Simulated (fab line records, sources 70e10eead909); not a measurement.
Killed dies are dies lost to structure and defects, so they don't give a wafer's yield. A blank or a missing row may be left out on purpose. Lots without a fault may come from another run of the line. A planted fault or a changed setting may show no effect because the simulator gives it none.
Tool commonality check | flow nand_harc | 13 lots, 39 wafers sampled

WHY IT WAS OPENED
At NHARC_END_SORT_01 the reading killed_at_periphery is flagged on 1 of 13 lots. Wafers without a fault read 3.1, standard deviation 2.2.
Rule: a lot is flagged when every wafer of it that has a number lies more than 4 standard deviations from that mean, or none has a number. The other lots count as sound.

lot  | measured     | on        | killed_at_periphery, wafer by wafer | flag
L726 | day 19 12:16 | prober-02 | 3 2 4                               |
L727 | day 19 19:25 | prober-01 | 4 4 6                               |
L729 | day 20 03:09 | prober-02 | 1 4 3                               |
L728 | day 20 03:12 | prober-01 | 6 3 1                               |
L731 | day 20 10:55 | prober-01 | 4 4 3                               |
L732 | day 20 19:28 | prober-01 | 3 1 4                               |
L734 | day 21 07:41 | prober-02 | 4 1 1                               |
L733 | day 21 08:29 | prober-01 | 5 3 2                               |
L735 | day 21 20:15 | prober-02 | 2 1 0                               |
L736 | day 22 02:26 | prober-02 | 2 1 2                               |
L739 | day 22 14:23 | prober-01 | 1 6 2                               |
L738 | day 22 22:05 | prober-02 | 5 1 3                               |
L740 | day 23 16:56 | prober-01 | 643 651 647                         | FLAGGED
The numbers of the flagged lots are 647.0 on average: +643.9 against the usual, or +99 or more standard deviations.

WHICH TOOL RAN EACH LOT
The record holds 3 process steps before the reading, out of a route of 1159 steps. In each cell: the tool, then ch and the chambers that the sampled wafers went through, then the start.
lot  | flag    | NHARC_P_GATE_ETCH_32            | NHARC_P_GATE_EXPOSE_88           | NHARC_P_GATE_STRIP_113
L726 |         | rie_si-05 ch 1,2,3, day 4 19:19 | krf_scanner-04 ch 0, day 5 10:13 | plasma_asher-02 ch 0,1, day 5 11:22
L727 |         | rie_si-05 ch 0,1,2, day 5 02:25 | krf_scanner-02 ch 0, day 5 19:21 | plasma_asher-01 ch 0,1, day 5 20:03
L729 |         | rie_si-04 ch 1,2,3, day 5 12:46 | krf_scanner-01 ch 0, day 6 03:25 | plasma_asher-01 ch 0,1, day 6 04:08
L728 |         | rie_si-05 ch 0,2, day 5 12:56   | krf_scanner-04 ch 0, day 6 03:44 | plasma_asher-02 ch 0,1, day 6 04:25
L731 |         | rie_si-04 ch 0,1,2, day 5 22:10 | krf_scanner-04 ch 0, day 6 12:47 | plasma_asher-02 ch 0,1, day 6 13:30
L732 |         | rie_si-05 ch 1,2,3, day 5 22:30 | krf_scanner-04 ch 0, day 6 13:22 | plasma_asher-01 ch 0,1, day 6 14:12
L734 |         | rie_si-05 ch 0,1, day 6 16:10   | krf_scanner-04 ch 0, day 7 06:50 | plasma_asher-02 ch 0,1, day 7 07:32
L733 |         | rie_si-04 ch 0,1,2, day 6 12:01 | krf_scanner-02 ch 0, day 7 02:40 | plasma_asher-02 ch 0,1, day 7 03:22
L735 |         | rie_si-06 ch 0,2,3, day 6 16:16 | krf_scanner-02 ch 0, day 7 07:14 | plasma_asher-01 ch 0,1, day 7 08:09
L736 |         | rie_si-04 ch 0,3, day 7 06:54   | krf_scanner-02 ch 0, day 7 21:35 | plasma_asher-02 ch 0,1, day 7 22:24
L739 |         | rie_si-05 ch 0,2,3, day 8 03:34 | krf_scanner-04 ch 0, day 8 19:00 | plasma_asher-01 ch 0,1, day 8 19:48
L738 |         | rie_si-06 ch 0,1,3, day 8 04:05 | krf_scanner-04 ch 0, day 8 19:29 | plasma_asher-01 ch 0,1, day 8 20:41
L740 | FLAGGED | rie_si-05 ch 2,3, day 8 10:32   | krf_scanner-04 ch 0, day 9 01:11 | plasma_asher-02 ch 0,1, day 9 02:17
What these steps do:
- NHARC_P_GATE_ETCH_32: etches the open film in HBr/Cl2, target depth 150 nm, time 100.1 s.
- NHARC_P_GATE_EXPOSE_88: exposes mask P HVN, target cd 2000 nm.
- NHARC_P_GATE_STRIP_113: strips in N2/H2, time 740 s.
- NHARC_END_SORT_01

FLAGGED OVER TOTAL, TOOL BY TOOL (the gauges that took the reading come last)
step                   | tool            | lots run | flagged | share of the flagged lots | sound lots run after its first flagged lot
NHARC_P_GATE_ETCH_32   | rie_si-04       | 4        | 0       | none                      | -
NHARC_P_GATE_ETCH_32   | rie_si-05       | 7        | 1       | all                       | 0
NHARC_P_GATE_ETCH_32   | rie_si-06       | 2        | 0       | none                      | -
NHARC_P_GATE_EXPOSE_88 | krf_scanner-01  | 1        | 0       | none                      | -
NHARC_P_GATE_EXPOSE_88 | krf_scanner-02  | 4        | 0       | none                      | -
NHARC_P_GATE_EXPOSE_88 | krf_scanner-04  | 8        | 1       | all                       | 0
NHARC_P_GATE_STRIP_113 | plasma_asher-01 | 6        | 0       | none                      | -
NHARC_P_GATE_STRIP_113 | plasma_asher-02 | 7        | 1       | all                       | 0
NHARC_END_SORT_01      | prober-01       | 7        | 1       | all                       | 0
NHARC_END_SORT_01      | prober-02       | 6        | 0       | none                      | -

WHAT THE TABLE ALLOWS
4 rows of the table ran every flagged lot: rie_si-05 at NHARC_P_GATE_ETCH_32, krf_scanner-04 at NHARC_P_GATE_EXPOSE_88, plasma_asher-02 at NHARC_P_GATE_STRIP_113, prober-01 at NHARC_END_SORT_01.
- rie_si-05 at NHARC_P_GATE_ETCH_32: 1 of its 7 lots flagged. Its last sound lot is L739 (day 8 03:34), its first flagged lot L740 (day 8 10:32): a fault that began between those two fits.
- krf_scanner-04 at NHARC_P_GATE_EXPOSE_88: 1 of its 8 lots flagged. Its last sound lot is L738 (day 8 19:29), its first flagged lot L740 (day 9 01:11): a fault that began between those two fits.
- plasma_asher-02 at NHARC_P_GATE_STRIP_113: 1 of its 7 lots flagged. Its last sound lot is L736 (day 7 22:24), its first flagged lot L740 (day 9 02:17): a fault that began between those two fits.
- prober-01 at NHARC_END_SORT_01: 1 of its 7 lots flagged. Its last sound lot is L739 (day 22 14:23), its first flagged lot L740 (day 23 16:56): a fault that began between those two fits.
Counting lots can't tell these 4 tools apart, because each fits a fault that began at some hour. More lots, or a look at what each step does to the wafer, might.

WHAT THE SIMULATOR HAD PUT IN
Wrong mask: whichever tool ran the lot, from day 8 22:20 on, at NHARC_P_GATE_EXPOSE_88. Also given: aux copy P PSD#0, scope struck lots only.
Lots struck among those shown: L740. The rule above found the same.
